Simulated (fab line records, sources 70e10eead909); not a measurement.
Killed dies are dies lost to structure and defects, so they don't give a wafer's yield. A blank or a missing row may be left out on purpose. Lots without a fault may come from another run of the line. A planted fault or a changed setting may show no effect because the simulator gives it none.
Chamber matching | flow nand_harc | NHARC_A_M0_PRE_CLEAN_31 on pecvd-03: 3 sister chambers
The step time 12 s. 3 wafers are shown with their chamber, then 12 later ones without.

WAFERS WITH THEIR CHAMBER
wafer  | chamber | heater_power_w (W)
L092.1 | 2       | 512
L092.2 | 0       | 635
L092.6 | 1       | 670

WAFERS WITHOUT THEIR CHAMBER
wafer  | heater_power_w (W)
L091.3 | 659
L091.4 | 581
L091.5 | 535
L096.1 | 663
L096.3 | 508
L096.4 | 676
L095.1 | 602
L095.2 | 508
L095.3 | 626
L095.4 | 522
L095.5 | 612
L095.6 | 625

WHICH CHAMBER EACH WENT THROUGH
wafer  | from the rows above          | in truth
L091.3 | can't be placed: 1 or 0      | 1
L091.4 | can't be placed: 0 or 2 or 1 | 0
L091.5 | 2                            | 2
L096.1 | can't be placed: 1 or 0      | 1
L096.3 | 2                            | 2
L096.4 | can't be placed: 1 or 0      | 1
L095.1 | can't be placed: 0 or 1      | 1
L095.2 | 2                            | 2
L095.3 | can't be placed: 0 or 1      | 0
L095.4 | 2                            | 2
L095.5 | can't be placed: 0 or 1      | 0
L095.6 | can't be placed: 0 or 1      | 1
Placed correctly: 4 of 12. Can't be placed from these rows: 8 (the true chamber is among the candidates in 8). Placed wrongly: 0.
How it was worked out, from the rows above alone: a wafer's distance from a chamber is the root of the sum, over the readings, of the square of ((its reading less the chamber's mean) divided by the reading's scatter). The wafer belongs to the nearest chamber; if the next one is less than 2 further off, it can't be placed. A chamber's mean is the mean of its shown wafers. The scatter: with one shown wafer a chamber, the root of the mean of the squares of how far each hidden wafer lies from its nearest shown one.
